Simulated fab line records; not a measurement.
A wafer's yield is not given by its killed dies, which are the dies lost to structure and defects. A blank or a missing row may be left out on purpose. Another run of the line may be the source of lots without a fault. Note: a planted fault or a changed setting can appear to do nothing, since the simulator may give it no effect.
Matching of chambers | flow nand-harc | NHARC_P_M0_STRIP_18 on rie-diel-12: 4 sister chambers
The step strips in N2/H2. 8 wafers are shown with their chamber, then 8 later ones without.

WAFERS WITH THEIR CHAMBER
wafer  | chamber | showerhead-plenum-p-Torr (Torr) | oes-product-au (a.u.)
L244.2 | 0       | 1.90                            | 1.001
L246.1 | 2       | 2.06                            | 1.008
L246.2 | 1       | 1.98                            | 0.989
L246.5 | 1       | 1.97                            | 0.998
L253.1 | 0       | 1.89                            | 0.996
L253.3 | 3       | 2.02                            | 0.995
L253.5 | 3       | 2.02                            | 0.993
L259.1 | 2       | 2.05                            | 1.019

WAFERS MISSING THEIR CHAMBER
wafer  | showerhead-plenum-p-Torr (Torr) | oes-product-au (a.u.)
L259.4 | 1.89                            | 0.997
L259.6 | 2.05                            | 1.011
L260.1 | 2.02                            | 1.009
L260.3 | 1.89                            | 1.010
L260.4 | 1.97                            | 0.998
L263.2 | 2.02                            | 0.996
L263.4 | 1.97                            | 0.991
L263.5 | 2.02                            | 0.998

CHAMBER TAKEN BY EACH
wafer  | from the rows above | in truth
L259.4 | 0                   | 0
L259.6 | 2                   | 2
L260.1 | 3                   | 3
L260.3 | 0                   | 0
L260.4 | 1                   | 1
L263.2 | 3                   | 3
L263.4 | 1                   | 1
L263.5 | 3                   | 3
8 of 8 placed correctly. From these rows, 0 cannot be placed. 0 placed wrongly.
How it was worked out, from the rows above alone: a wafer's distance from a chamber is the root of the sum, over the readings, of the square of ((its reading less the chamber's mean) divided by the reading's scatter). The wafer belongs to the nearest chamber; if the next one is less than 2 further off, it can't be placed. A chamber's mean is the mean of its shown wafers. The scatter: take each reading less its chamber's mean, square it, sum over the shown wafers, divide by the number of wafers less the number of chambers, and take the root.
